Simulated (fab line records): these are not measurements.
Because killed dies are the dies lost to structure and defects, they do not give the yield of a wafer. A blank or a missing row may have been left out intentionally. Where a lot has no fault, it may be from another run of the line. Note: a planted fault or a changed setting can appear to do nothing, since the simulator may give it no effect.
A single fault, viewed from 2 desks	flow nand-harc	numbers are kept per desk, each desk with only its own; the story behind them comes last

AT THE TOOL OWNER'S DESK: arfi-scanner-02
The tool's own readings at NHARC_A_M0_EXPOSE_06 (exposes mask A M0, target cd 80 nm): means of the sampled wafers that have a number, for each lot that ran on this tool. Any lot whose mean is over 4 standard deviations away from the usual mean is out of limits and marked OUT; that distance is given in the brackets.
Columns: A = exposure-dose-mJ-cm2 at NHARC_A_M0_EXPOSE_06, usual 83.25
lot	first seen here	A
L404	day 24 21:52	83.13
L403	day 25 23:16	83.24
L410	day 27 12:53	89.61 (+77) OUT
L413	day 28 03:41	88.16 (+59) OUT
Finding of this desk: L410, L413 out of limits; the first was L410 at day 27 12:53, on exposure-dose-mJ-cm2 at NHARC_A_M0_EXPOSE_06. L404, L403 stayed within limits.

AT THE METROLOGY DESK
What the gauges read for every lot (on any tool): the sampled wafers with a number, averaged. Any lot whose mean is over 4 standard deviations away from the usual mean is out of limits and marked OUT; that distance is given in the brackets.
Columns: A = cd-nm at NHARC_A_M0_CD_MEAS_09, usual 80.1 nm; B = cd-nm at NHARC_A_M0_CD_MEAS_16, usual 79.9 nm
lot	first seen here	A	B
L402	day 23 13:26	79.7	79.5
L404	day 24 22:01	79.5	79.3
L407	day 25 22:18	80.0	80.2
L403	day 25 23:25	79.5	78.6
L410	day 27 13:01	85.6 (+7.7) OUT	86.1 (+6.8) OUT
L413	day 28 03:49	83.8 (+5.2) OUT	82.8
L417	day 29 09:13	80.5	80.8
L416	day 30 04:08	80.1	79.2
L418	day 30 08:49	79.5	79.4
L419	day 31 03:01	79.6	79.6
Finding of this desk: L410, L413 out of limits; the first was L410 at day 27 13:01, on cd-nm at NHARC_A_M0_CD_MEAS_09. L402, L404, L407, L403, L417, L416, L418, L419 stayed within limits.

ALL TOGETHER
The tool owner's desk had the chance to raise an alarm at day 27 12:53 on L410, L413.
Metrology desk: alarm possible at day 27 13:01 on L410, L413.
NHARC_A_M0_EXPOSE_06 was run on arfi-scanner-02 by each of the lots named.

WHAT THE SIMULATOR HAD PUT IN
Process parameters drifting: arfi-scanner-02 at NHARC_A_M0_EXPOSE_06, beginning at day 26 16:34. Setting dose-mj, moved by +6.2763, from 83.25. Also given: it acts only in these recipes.
Shown lots that were struck: L410, L413.
Fault start to first reading out of limits, in hours, per desk: tool owner, 20; metrology, 20.
